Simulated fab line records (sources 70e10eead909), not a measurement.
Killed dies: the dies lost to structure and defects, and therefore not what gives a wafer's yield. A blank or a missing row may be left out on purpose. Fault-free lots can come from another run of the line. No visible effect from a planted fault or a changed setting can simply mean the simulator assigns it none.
fab line records | flow nand-harc
record lots=6 wafers=18 last-day=24
route steps=1159 shown A_STAIRCASE@541 END@1159
lots with no fault: from the same line, run without faults
start-h: hours from the record's first day to the start of the lot's first wafer shown | wait-h: how many hours have passed since the lot's step before this one | " same as the row above | L1.1+2: one row covering several wafers at once | - no value present, or no start provided | * or withheld: withheld | < > ~ a bound
route shown NAME@n: a module of which the file shows steps, and the number in the route of the first | usual: the fault-free wafers' mean and standard deviation | same: alike in all rows | chamber/n: place in a boat | sites: each site's reading | _std_site: the standard deviation of these | _edge_site: mean of outer sites minus mean of inner sites | radius-mm: for every site, how far away it sits from the centre of the wafer | mask NAME#n: copy n | behind: tool/chamber where the wafer was last shaped | hold: reason for holding the lot/hours on hold/outcome of the hold | device: the transistor (n, p or np) that didn't switch | end of line: tests of these same wafers at the route's end | a step without rows: its recipe alone | killed: the dies lost at the first sort to structure and to defects; this is not the yield of the wafer | map: a wafer's dies, marking killed ones x, the rest . and places with no die _
set.NAME: the setting that was run; set.NAME@STEP: the one run at that earlier step | model.NAME: the simulator's own value behind a step, which no gauge read
lots seen at some steps along the route; tables by step, rows by wafer
services: the hour from which a tool's chamber was out of use, counted from the record's first day as start-h (under 0 if before that day), plus the number of hours and why
## steps
# step NHARC_A_STAIRCASE_EBR_05
# step NHARC_A_STAIRCASE_EXPOSE_06
# recipe na=0.5 dose-mj=25.43 mask-id=STAIR
# step NHARC_A_STAIRCASE_PEB_07
# recipe peb-temp-c=115 peb-time-s=130
# step NHARC_A_STAIRCASE_DEVELOP_08
# recipe time-s=140
# step NHARC_A_STAIRCASE_HARDBAKE_10
# recipe temp-c=120 time-s=140
# step NHARC_A_STAIRCASE_DESCUM_11
# recipe time-s=3 o2-flow-sccm=200 ar-flow-sccm=0 bias-power-w=0 chemistry=O2
# step NHARC_A_STAIRCASE_TRIM_12
# recipe time-s=211.2 o2-flow-sccm=500 ar-flow-sccm=0 bias-w=0 chemistry=O2
# step NHARC_A_STAIRCASE_ETCH_13
# recipe target-depth-a=1000 time-s=40.5 ion-energy-ev=400 c4f8-flow-sccm=20 o2-flow-sccm=10 ar-flow-sccm=withheld rf-w=600 bias-w=1000 chemistry=C4F8/O2
# step NHARC_A_STAIRCASE_TRIM_14
# recipe time-s=211.2 o2-flow-sccm=500 ar-flow-sccm=0 bias-w=0 chemistry=O2
# usual drypump-motor-current-A=5.9/0.5 mfc-ar-sccm=0.013/0.013 oes-product-au=1.002/0.01 rf-vpp-V=57.7/0.95 showerhead-plenum-p-Torr=3.47/0.13 throttle-valve-pct=17.036/0.0088
# columns lot.wafer tool chamber start-h wait-h drypump-motor-current-A mfc-ar-sccm oes-product-au rf-hours-counter-h rf-vpp-V showerhead-plenum-p-Torr throttle-valve-pct
L176.2 rie-diel-11 1 - - 5.3 0 0.997 16 57.6 3.66 17.039
L176.1 " 2 " " 5.5 0 1.004 16 56.4 3.41 17.038
L176.6 " 0 " " 6.2 0.029 1.005 - 57.8 3.29 17.044
L177.1 rie-diel-02 0 - - 6.6 0.024 0.992 32 58.1 3.45 17.047
L177.2 " 1 " " 6.7 0.035 1.005 32 58.2 3.47 17.035
L177.6 " 0 " " 6.6 0.024 1.001 - 56.5 3.45 17.024
L182.1 rie-diel-12 0 - - 6.7 0.030 1.013 20 57.1 3.48 17.039
L182.4 " 1 " " 5.4 0.019 0.998 22 59.6 3.60 17.040
L182.6 " 3 " " 5.9 0.016 0.991 - 57.7 3.43 17.041
L187.1 rie-diel-12 3 - - 5.9 0.016 0.991 34 59.0 3.42 17.033
L187.3 " 0 " " 6.7 0.030 1.010 34 57.9 3.48 17.024
L187.5 " 3 " " 5.9 0.016 0.987 - 56.9 3.42 17.033
L191.3 rie-diel-12 2 - - 5.7 0 0.998 41 57.6 3.37 17.031
L191.1 " 0 " " 6.7 0.030 1.006 40 57.7 3.47 17.034
L191.6 " 2 " " 5.7 0 0.997 - 56.8 3.37 17.038
L195.4 rie-diel-11 1 - - 5.3 0 0.989 61 57.5 3.64 17.043
L195.3 " 3 " " 6.4 0 0.999 61 57.9 3.41 17.039
L195.6 " 2 " " 5.5 0 0.994 - 55.0 3.39 17.050
# step NHARC_A_STAIRCASE_ETCH_15
# recipe target-depth-a=1000 time-s=40.5 ion-energy-ev=400 c4f8-flow-sccm=20 o2-flow-sccm=10 ar-flow-sccm=withheld rf-w=600 bias-w=1000 chemistry=C4F8/O2
# usual oes-product-au=0.943/0.012 rf-vpp-V=893/5
# columns lot.wafer tool chamber start-h wait-h oes-product-au rf-hours-counter-h rf-vpp-V
L176.1 rie-diel-11 2 - - 0.940 16 891
L176.2 " 1 " " 0.928 17 902
L176.6 " 2 " " 0.937 - 892
L177.2 rie-diel-02 2 - - 0.935 33 885
L177.1 " 0 " " 0.936 32 893
L177.6 " 1 " " 0.936 - 893
L182.1 rie-diel-12 1 - - 0.940 22 900
L182.4 " 2 " " 0.942 22 891
L182.6 " 1 " " 0.933 - 899
L187.1 rie-diel-12 3 - - 0.908 34 892
L187.3 " 2 " " 0.937 35 893
L187.5 " 0 " " 0.944 - 895
L191.1 rie-diel-12 2 - - 0.927 41 889
L191.3 " 3 " " 0.985 39 892
L191.6 " 3 " " 0.994 - 892
L195.3 rie-diel-11 0 - - 0.965 62 886
L195.4 " 3 " " 0.948 61 893
L195.6 " 0 " " 0.960 - 886
# step NHARC_A_STAIRCASE_TRIM_16
# recipe time-s=211.2 o2-flow-sccm=500 ar-flow-sccm=0 bias-w=0 chemistry=O2
# step NHARC_A_STAIRCASE_ETCH_17
# recipe target-depth-a=1000 time-s=40.5 ion-energy-ev=400 c4f8-flow-sccm=20 o2-flow-sccm=10 ar-flow-sccm=withheld rf-w=600 bias-w=1000 chemistry=C4F8/O2
# usual oes-product-au=0.942/0.011 rf-vpp-V=894/5.2
# columns lot.wafer tool chamber start-h wait-h oes-product-au rf-hours-counter-h rf-vpp-V
L176.1 rie-diel-11 1 237.68 - 0.931 17 902
L176.2 " 3 " " 0.939 16 894
L176.6 " 0 " " 0.943 - 888
L177.2 rie-diel-02 2 247.86 - 0.936 33 886
L177.1 " 0 " " 0.931 32 894
L177.6 " 1 " " 0.950 - 895
L182.4 rie-diel-12 3 269.41 - 0.931 21 892
L182.1 " 0 " " 0.948 21 894
L182.6 " 3 " " 0.932 - 893
L187.1 rie-diel-12 1 311.75 - 0.950 35 898
L187.3 " 0 " " 0.956 34 893
L187.5 " 2 " " 0.948 - 891
L191.1 rie-diel-12 0 321.52 - 0.956 40 894
L191.3 " 2 " " 0.958 41 889
L191.6 " 0 " " 0.961 - 894
L195.3 rie-diel-11 1 355.78 - 0.946 62 899
L195.4 " 2 " " 0.934 45 891
L195.6 " 0 " " 0.953 - 885
# step NHARC_A_STAIRCASE_TRIM_18
# recipe time-s=211.2 o2-flow-sccm=500 ar-flow-sccm=0 bias-w=0 chemistry=O2
# usual drypump-motor-current-A=6.0/0.5 mfc-ar-sccm=0.013/0.013 oes-product-au=1.001/0.0096 rf-vpp-V=57.5/0.91 showerhead-plenum-p-Torr=3.46/0.13 throttle-valve-pct=17.037/0.0093
# columns lot.wafer tool chamber start-h wait-h drypump-motor-current-A mfc-ar-sccm oes-product-au rf-hours-counter-h rf-vpp-V showerhead-plenum-p-Torr throttle-valve-pct
L176.1 rie-diel-11 0 - - 6.2 0.029 1.005 17 56.9 3.29 17.030
L176.2 " 1 " " 5.3 0 1.000 17 57.4 3.66 17.033
L176.6 " 3 " " 6.4 0 1.004 - 57.2 3.44 17.033
L177.2 rie-diel-02 1 - - 6.7 0.035 1.005 32 56.9 3.47 17.039
L177.1 " 2 " " 5.4 0.006 0.995 33 56.3 3.27 17.046
L177.6 " 2 " " 5.4 0.006 1.002 - 57.2 3.27 17.020
L182.1 rie-diel-12 2 - - 5.7 0 1.008 22 57.5 3.38 17.047
L182.4 " 0 " " 6.7 0.030 1.004 21 56.7 3.48 17.035
L182.6 " 2 " " 5.7 0 1.003 - 58.3 3.38 17.019
L187.3 rie-diel-12 0 - - 6.7 0.030 1.005 34 57.5 3.48 17.042
L187.1 " 1 " " 5.4 0.019 1.003 35 57.6 3.60 17.036
L187.5 " 3 " " 5.9 0.016 0.972 - 57.2 3.42 17.029
L191.1 rie-diel-12 0 - - 6.8 0.030 1.005 40 58.4 3.47 17.048
L191.3 " 2 " " 5.7 0 0.997 41 57.8 3.37 17.049
L191.6 " 3 " " 5.9 0.016 0.978 - 59.5 3.42 17.031
L195.3 rie-diel-11 0 - - 6.2 0.029 1.025 62 58.5 3.26 17.051
L195.4 " 1 " " 5.3 0 1.000 62 58.2 3.64 17.041
L195.6 " 3 " " 6.4 0 1.019 - 57.3 3.41 17.023
# step NHARC_A_STAIRCASE_ETCH_19
# recipe target-depth-a=1000 time-s=40.5 ion-energy-ev=400 c4f8-flow-sccm=20 o2-flow-sccm=10 ar-flow-sccm=withheld rf-w=600 bias-w=1000 chemistry=C4F8/O2
# step NHARC_A_STAIRCASE_TRIM_20
# recipe time-s=211.2 o2-flow-sccm=500 ar-flow-sccm=0 bias-w=0 chemistry=O2
# step NHARC_A_STAIRCASE_ETCH_21
# recipe target-depth-a=1000 time-s=40.5 ion-energy-ev=400 c4f8-flow-sccm=20 o2-flow-sccm=10 ar-flow-sccm=withheld rf-w=600 bias-w=1000 chemistry=C4F8/O2
# step NHARC_A_STAIRCASE_TRIM_22
# recipe time-s=211.2 o2-flow-sccm=500 ar-flow-sccm=0 bias-w=0 chemistry=O2
# step NHARC_A_STAIRCASE_ETCH_23
# recipe target-depth-a=1000 time-s=40.5 ion-energy-ev=400 c4f8-flow-sccm=20 o2-flow-sccm=10 ar-flow-sccm=withheld rf-w=600 bias-w=1000 chemistry=C4F8/O2
# step NHARC_A_STAIRCASE_TRIM_24
# recipe time-s=211.2 o2-flow-sccm=500 ar-flow-sccm=0 bias-w=0 chemistry=O2
# step NHARC_A_STAIRCASE_ETCH_25
# recipe target-depth-a=1000 time-s=40.5 ion-energy-ev=400 c4f8-flow-sccm=20 o2-flow-sccm=10 ar-flow-sccm=withheld rf-w=600 bias-w=1000 chemistry=C4F8/O2
# step NHARC_A_STAIRCASE_TRIM_26
# recipe time-s=211.2 o2-flow-sccm=500 ar-flow-sccm=0 bias-w=0 chemistry=O2
# usual drypump-motor-current-A=6.0/0.51 mfc-ar-sccm=0.015/0.013 oes-product-au=1.000/0.0094 rf-vpp-V=57.7/0.82 showerhead-plenum-p-Torr=3.48/0.14 throttle-valve-pct=17.037/0.0093
# columns lot.wafer tool chamber start-h wait-h drypump-motor-current-A mfc-ar-sccm oes-product-au rf-hours-counter-h rf-vpp-V showerhead-plenum-p-Torr throttle-valve-pct
L176.1 rie-diel-11 3 - - 6.4 0 1.008 17 57.6 3.44 17.045
L176.2 " 0 " " 6.3 0.029 1.012 17 57.8 3.29 17.039
L176.6 " 0 " " 6.2 0.029 1.026 - 57.2 3.29 17.027
L177.1 rie-diel-12 3 - - 5.9 0.016 0.989 14 57.9 3.43 17.042
L177.2 " 0 " " 6.7 0.030 0.995 14 57.6 3.49 17.040
L177.6 " 2 " " 5.6 0 0.996 - 56.3 3.38 17.044
L182.4 rie-diel-12 2 - - 5.6 0 1.001 23 56.8 3.38 17.037
L182.1 " 1 " " 5.3 0.019 0.999 23 58.2 3.60 17.044
L182.6 " 3 " " 5.9 0.016 0.986 - 57.0 3.43 17.024
L187.1 rie-diel-12 1 - - 5.4 0.019 1.009 35 56.3 3.60 17.037
L187.3 " 2 " " 5.6 0 1.001 36 56.8 3.37 17.026
L187.5 " 3 " " 5.9 0.016 0.985 - 56.8 3.42 17.035
L191.1 rie-diel-12 3 - - 5.9 0.016 0.984 40 56.9 3.42 17.052
L191.3 " 0 " " 6.7 0.030 1.005 41 58.4 3.47 17.046
L191.6 " 2 " " 5.6 0 0.992 - 57.9 3.37 17.041
L195.4 rie-diel-11 2 - - 5.6 0 1.007 47 58.7 3.39 17.050
L195.3 " 3 " " 6.4 0 1.012 64 59.4 3.41 17.032
L195.6 " 2 " " 5.5 0 0.998 - 57.3 3.39 17.032
# step NHARC_A_STAIRCASE_ETCH_27
# recipe target-depth-a=1000 time-s=40.5 ion-energy-ev=400 c4f8-flow-sccm=20 o2-flow-sccm=10 ar-flow-sccm=withheld rf-w=600 bias-w=1000 chemistry=C4F8/O2
# usual oes-product-au=0.942/0.011 rf-vpp-V=894/4.9
# columns lot.wafer tool chamber start-h wait-h oes-product-au rf-hours-counter-h rf-vpp-V
L176.2 rie-diel-11 3 - - 0.961 17 893
L176.1 " 0 " " 0.955 17 887
L176.6 " 3 " " 0.948 - 893
L177.2 rie-diel-12 3 - - 0.936 14 893
L177.1 " 0 " " 0.946 14 894
L177.6 " 2 " " 0.936 - 890
L182.1 rie-diel-12 1 - - 0.946 23 899
L182.4 " 3 " " 0.921 21 891
L182.6 " 2 " " 0.937 - 890
L187.1 rie-diel-12 2 - - 0.956 36 891
L187.3 " 3 " " 0.924 35 891
L187.5 " 0 " " 0.941 - 894
L191.1 rie-diel-12 0 - - 0.952 41 893
L191.3 " 1 " " 0.941 42 899
L191.6 " 2 " " 0.942 - 890
L195.3 rie-diel-11 3 - - 0.970 65 892
L195.4 " 2 " " 0.949 48 891
L195.6 " 3 " " 0.961 - 892
# step NHARC_A_STAIRCASE_STRIP_175
# recipe power-w=1500 temp-c=250 chemistry=O2
# step NHARC_A_STAIRCASE_STRIP_148
# recipe time-s=900 temp-c=130 chemistry=SPM
# step NHARC_A_STAIRCASE_PRECLEAN_149
# recipe time-s=* temp-c=50 bath-age-min=0 chemistry=SC1
# step NHARC_A_STAIRCASE_SRD_150
# step NHARC_A_STAIRCASE_DEHYDRATE_176
# recipe temp-c=150 time-s=120
# step NHARC_A_STAIRCASE_HMDS_177
# recipe time-s=30
# step NHARC_A_STAIRCASE_COAT_178
# recipe spin-rpm=1200
# step NHARC_A_STAIRCASE_SOFTBAKE_179
# recipe temp-c=135 time-s=170
# step NHARC_A_STAIRCASE_EBR_180
# step NHARC_A_STAIRCASE_EXPOSE_181
# recipe na=0.5 dose-mj=27.87 mask-id=STAIR_2
# step NHARC_A_STAIRCASE_PEB_182
# recipe peb-temp-c=115 peb-time-s=130
# step NHARC_A_STAIRCASE_DEVELOP_183
# recipe time-s=140
# step NHARC_A_STAIRCASE_HARDBAKE_185
# recipe temp-c=120 time-s=140
# step NHARC_A_STAIRCASE_DESCUM_186
# recipe time-s=3 o2-flow-sccm=200 ar-flow-sccm=0 bias-power-w=0 chemistry=O2
# step NHARC_A_STAIRCASE_TRIM_187
# recipe time-s=211.2 o2-flow-sccm=500 ar-flow-sccm=0 bias-w=0 chemistry=O2
# step NHARC_A_STAIRCASE_ETCH_188
# recipe target-depth-a=1000 time-s=40.5 ion-energy-ev=400 c4f8-flow-sccm=20 o2-flow-sccm=10 ar-flow-sccm=withheld rf-w=600 bias-w=1000 chemistry=C4F8/O2
# step NHARC_END_SORT_01
# recipe temp-c=25
# usual killed-at-array=27/11 killed-at-other=0.6/1 killed-at-periphery=3.0/2.1 killed-dies=31/12 killed-open=3.2/1.7 killed-short=1.7/1.4
# same gross-dies=677
# columns lot.wafer tool chamber start-h wait-h killed-at-array killed-at-other killed-at-periphery killed-dies killed-open killed-short
L187.1 prober-01 0 511.35 2.5 107 1 2 110 2 2
L187.3 prober-01 0 512.97 3.1 48 0 2 50 1 0
L187.5 prober-01 0 514.59 3.7 69 1 1 71 3 0
L191.1 prober-02 0 521.65 2.5 55 0 3 58 4 3
L191.3 prober-02 0 523.25 3.1 94 2 11 107 6 8
L191.6 prober-02 0 525.66 4.0 64 0 5 69 5 3
# killed by level:class
L187.1 A_STAIRCASE:unspecified=87 A_CHANNEL_HOLE_D1:chamber-film-flake=13 A_WL_FILL:chamber-film-flake=2 P_CONTACT:geometric-particle:open=1 A_CONTACT:geometric-particle:open=1 A_BLC:geometric-particle:short=1 A_M0:geometric-particle:short=1 P_GATE:chamber-film-flake=1
L187.3 A_STAIRCASE:unspecified=31 A_CHANNEL_HOLE_D1:chamber-film-flake=10 A_STAIRCASE:chamber-film-flake=2 A_WL_FILL:chamber-film-flake=2 A_ONON_D1:geometric-particle:open=1 P_ZERO_WELL:chamber-film-flake=1 P_CONTACT:chamber-film-flake=1 A_ZERO_WELL:chamber-film-flake=1
L187.5 A_STAIRCASE:unspecified=51 A_CHANNEL_HOLE_D1:chamber-film-flake=12 A_CONTACT:chamber-film-flake=4 P_STI:geometric-particle:open=1 A_CONTACT:geometric-particle:open=1 STARTING-WAFER:geometric-particle:open=1 A_STAIRCASE:chamber-film-flake=1
L191.1 A_STAIRCASE:unspecified=29 A_SLIT:chamber-film-flake=13 A_CONTACT:chamber-film-flake=4 P_STI:chamber-film-flake=2 P_M0:geometric-particle:open=1 A_ONON_D1:geometric-particle:open=1 A_STAIRCASE:geometric-particle:short=1 A_SGD_CUT:geometric-particle:short=1
L191.3 A_STAIRCASE:unspecified=56 A_SLIT:chamber-film-flake=18 P_STI:chamber-film-flake=8 A_CHANNEL_HOLE_D1:chamber-film-flake=4 A_CONTACT:geometric-particle:open=3 A_STAIRCASE:chamber-film-flake=3 P_GATE:geometric-particle:short=1 P_GATE:geometric-particle:open=1
L191.6 A_STAIRCASE:unspecified=30 A_SLIT:chamber-film-flake=17 A_STAIRCASE:chamber-film-flake=5 A_CHANNEL_HOLE_D1:chamber-film-flake=4 A_CONTACT:geometric-particle:open=2 P_GATE:chamber-film-flake=2 A_CONTACT:chamber-film-flake=2 P_GATE:geometric-particle:short=1
# map L187.1 (x killed, . not)
____________.____________
_________......._________
_______..........._______
______.............______
_____..............._____
____.................____
____...............x.____
___...................___
___................x.x___
__........x.........xx.__
__................xxx..__
_.................x.xx.._
_..................x.x.._
_............x..x.xxx..x_
_...........x.xxxxxxxx.x_
_.............x.xxxxxxxx_
................xxxxxxx..
...............xxxxxxxx..
....x..........xxxxxxxx.x
..............xxxxxxxx...
...............xxxxxxxx..
_...............xxxxxx.._
_..............xxxxxx..._
_...............xxxxxx.._
_...............x.x.x..._
_.............x...x...x._
__...............x.....__
__.................x...__
___...................___
___.x.................___
____.................____
____.................____
_____.....x........._____
______.x..x........______
_______..........._______
_________......._________
____________.____________
# map L191.3 (x killed, . not)
____________.____________
_________......._________
_______x.x........_______
______xx.x....x....______
_____xxxx..........._____
____xxxxxx...........____
____xxxxxx...........____
___xxxxxx....x........___
___xxxxx..x.x.....x...___
__xxxxxxxx..x..x.......__
__xxxxxxx..............__
_..xxxxxx.xx........x..._
_....x..x.x.......x....._
_...x................x.._
_....x..........x......._
_x......................_
................x........
................x........
.x......x................
......x..................
.........................
_.............x........._
_..................x...._
_.x.....x..............._
_..............xxx......_
_...............x...x..._
__.x............xx.....__
__..x..........xxx..x..__
___............xxxx.x.___
___............x.xxxx.___
____...x......x.....x____
____.................____
_____..............._____
______.............______
_______..........._______
_________......._________
____________.____________
## services
# columns tool chamber start-h hours kind
rie-diel-02 0 229.12 7.9 repair
rie-diel-02 1 232.52 7.2 repair
rie-diel-12 0 237.39 - clean
rie-diel-12 1 237.39 - clean
rie-diel-12 2 237.39 - clean
rie-diel-12 3 237.39 - clean
rie-diel-02 1 259.67 8.8 repair
rie-diel-11 1 260.58 1.5 repair
rie-diel-12 0 261.95 - clean
rie-diel-12 1 261.95 - clean
rie-diel-12 2 261.95 - clean
rie-diel-12 3 261.95 - clean
rie-diel-12 0 286.45 - clean
rie-diel-12 1 286.45 - clean
rie-diel-12 2 286.45 - clean
rie-diel-12 3 286.45 - clean
rie-diel-12 0 310.98 - clean
rie-diel-12 1 310.98 - clean
rie-diel-12 2 310.98 - clean
rie-diel-12 3 310.98 - clean
rie-diel-12 3 318.14 2.6 repair
rie-diel-02 - 328.00 9.0 pm
rie-diel-12 0 335.50 - clean
rie-diel-12 1 335.50 - clean
## key
first-sign step=NHARC_END_SORT_01 reading=killed-at-array direction=up sigmas=4 usual=27 struck=73
effect step=NHARC_END_SORT_01 reading=killed-dies direction=up sigmas=3.9 usual=31 struck=78
more-kills-born-at NHARC_A_STAIRCASE_ETCH_17@rie-diel-12=280
met-at NHARC_A_STAIRCASE_ETCH_17
struck-wafers L187.1,L187.3,L187.5,L191.1,L191.3,L191.6
tester-left-out L187,L191
onset-between 269.41 311.75
also-fits NHARC_A_STAIRCASE_TRIM_14:rie-diel-12,NHARC_A_STAIRCASE_ETCH_15:rie-diel-12,NHARC_A_STAIRCASE_TRIM_18:rie-diel-12,NHARC_A_STAIRCASE_TRIM_26:rie-diel-12
fault kind=chamber-particle-source tool=rie-diel-12 chamber=- onset-h=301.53 steps=NHARC_A_STAIRCASE_ETCH_17 rate-per-visit-cm2=0.76992 end-h=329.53
# tester-left-out: of these lots the tester's yield and bins aren't shown, on N5 and GAA mostly nor the transistor test; their killed dies are dies lost to structure and defects alone, not to doping, threshold or leakage, so they don't give the yield
